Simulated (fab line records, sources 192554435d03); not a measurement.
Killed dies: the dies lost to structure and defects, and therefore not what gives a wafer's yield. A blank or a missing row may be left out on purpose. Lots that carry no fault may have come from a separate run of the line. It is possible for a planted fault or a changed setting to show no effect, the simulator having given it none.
Split-lot study | flow n5 finfet | 39 wafers read across 7 lots, on a route 1938 steps long

== ON THE SPLIT ==
At N5_BEOL_M9_ETCH_66 (etches SOC in N2/H2, target depth 80 nm, overetch 16 nm, time 120 s), the setting time s was moved away from the recipe's 120 s on 12 of the 39 wafers read, by -36.6% to +35.4%. The other wafers ran this setting at the recipe's value.

The reading is taken at the split's own step.

== THE READING ==
SiARC_of_BEOL_M9_COAT_64.thk nm (the simulator's own value, which no gauge read), in nm, at N5_BEOL_M9_ETCH_66 (etches SOC in N2/H2, target depth 80 nm, overetch 16 nm, time 120 s). No usual value for it is given in the file. Here, 27 wafers ran the recipe; their average is 6.3 nm with a standard deviation of 0.16 nm.

wafer  | tool, chamber at the split | time s as run, s | against the recipe | SiARC_of_BEOL_M9_COAT_64.thk nm, nm | against lot-mates on the recipe
L075.1 | rie diel-03, 1             | 120              | recipe             | 6.4                                 | -
L075.6 | rie diel-03, 1             | 120              | recipe             | 6.4                                 | -
L075.2 | rie diel-03, 2             | 120              | recipe             | 6                                   | -
L075.3 | rie diel-03, 0             | 142.2            | +18.5%             | 5.4                                 | -0.9
L075.5 | rie diel-03, 0             | 142.2            | +18.5%             | 5.4                                 | -0.9
L075.4 | rie diel-03, 3             | 142.2            | +18.5%             | 5.6                                 | -0.7
L076.1 | rie diel-03, 0             | 120              | recipe             | 6.4                                 | -
L076.4 | rie diel-03, 0             | 120              | recipe             | 6.4                                 | -
L076.2 | rie diel-03, 3             | 120              | recipe             | 6.6                                 | -
L076.6 | rie diel-03, 3             | 120              | recipe             | 6.6                                 | -
L076.3 | rie diel-03, 2             | 120              | recipe             | 6                                   | -
L076.5 | rie diel-03, 2             | 120              | recipe             | 6                                   | -
L078.1 | rie diel-04, 1,2,2,1       | 120              | recipe             | 6.4                                 | -
L078.2 | rie diel-04, 1,2,2,1       | 120              | recipe             | 6.4                                 | -
L078.4 | rie diel-04, 1,2,2,1       | 120              | recipe             | 6.4                                 | -
L078.5 | rie diel-04, 1,2,2,1       | 120              | recipe             | 6.4                                 | -
L078.3 | rie diel-04, 3             | 120              | recipe             | 6.2                                 | -
L078.6 | rie diel-04, 3             | 120              | recipe             | 6.2                                 | -
L082.1 | rie diel-04, 1             | 120              | recipe             | 6.4                                 | -
L082.4 | rie diel-04, 1             | 120              | recipe             | 6.4                                 | -
L082.3 | rie diel-04, 3             | 120              | recipe             | 6.2                                 | -
L085.1 | rie diel-03, 2,0,2         | 120              | recipe             | 6.2                                 | -
L085.3 | rie diel-03, 2,0,2         | 120              | recipe             | 6.2                                 | -
L085.6 | rie diel-03, 2,0,2         | 120              | recipe             | 6.2                                 | -
L085.2 | rie diel-03, 1,1,0         | 76.08            | -36.6%             | 8.2                                 | +2.0
L085.4 | rie diel-03, 1,1,0         | 76.08            | -36.6%             | 8.2                                 | +2.0
L085.5 | rie diel-03, 1,1,0         | 76.08            | -36.6%             | 8.2                                 | +2.0
L094.1 | rie diel-04, 1,2,2         | 120              | recipe             | 6.4                                 | -
L094.3 | rie diel-04, 1,2,2         | 120              | recipe             | 6.4                                 | -
L094.6 | rie diel-04, 1,2,2         | 120              | recipe             | 6.4                                 | -
L094.2 | rie diel-04, 0             | 162.5            | +35.4%             | 4                                   | -2.4
L094.4 | rie diel-04, 0             | 162.5            | +35.4%             | 3.8                                 | -2.6
L094.5 | rie diel-04, 1             | 162.5            | +35.4%             | 4.4                                 | -2.0
L092.1 | rie diel-04, 1,2           | 144.5            | +20.4%             | 5.4                                 | -0.9
L092.2 | rie diel-04, 1,2           | 144.5            | +20.4%             | 5.4                                 | -0.9
L092.3 | rie diel-04, 0             | 144.5            | +20.4%             | 5                                   | -1.3
L092.4 | rie diel-04, 1,2           | 120              | recipe             | 6.4                                 | -
L092.6 | rie diel-04, 1,2           | 120              | recipe             | 6.4                                 | -
L092.5 | rie diel-04, 0             | 120              | recipe             | 6.2                                 | -
Where a row lists several chambers, the file gives one row for several wafers and doesn't say which wafer went through which chamber.

FIT RESULTS
A straight line over all 39 wafers: SiARC_of_BEOL_M9_COAT_64.thk nm changes by -0.0553 nm for each +1% of time s; r = -0.98; the points scatter about the line by 0.19 nm.
The same after taking each lot's own level away (the mean of its wafers on the recipe; 39 wafers): -0.0574 nm for each +1%; r = -0.98; scatter 0.2 nm.
The reading moves by 2.1 nm for the largest change in time s, on that fit.
Measured against the standard deviation above, the lots' own levels, which go from 6.20 to 6.40 nm, span 1.3 times it.
Hence the lot-to-lot level has little effect on the slope; both slopes agree.
Check: with one of the wafers moved furthest among these (-36.6%) left out of the fit, the line predicts +2.12 nm for it against its lot-mates. It came out at +2 nm against them.

== OTHER SPLITS ON THESE WAFERS ==
Before the reading, these wafers also passed through other splits. Each is held against what the fit with the lots' levels taken away leaves over:
other split on the same wafers   | wafers away from the commonest value | r with SiARC_of_BEOL_M9_COAT_64.thk nm (lot level and that fit taken away)
N5_BEOL_M5_ILD_DEP_00 time s     | 12                                   | -0.09
N5_BEOL_M7_TRENCH_ETCH_37 time s | 9                                    | -0.07

== THE FILE'S OWN FIT ==
SiARC_of_BEOL_M9_COAT_64.thk nm changes by -0.0574 nm for each +1% of time s, r = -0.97.
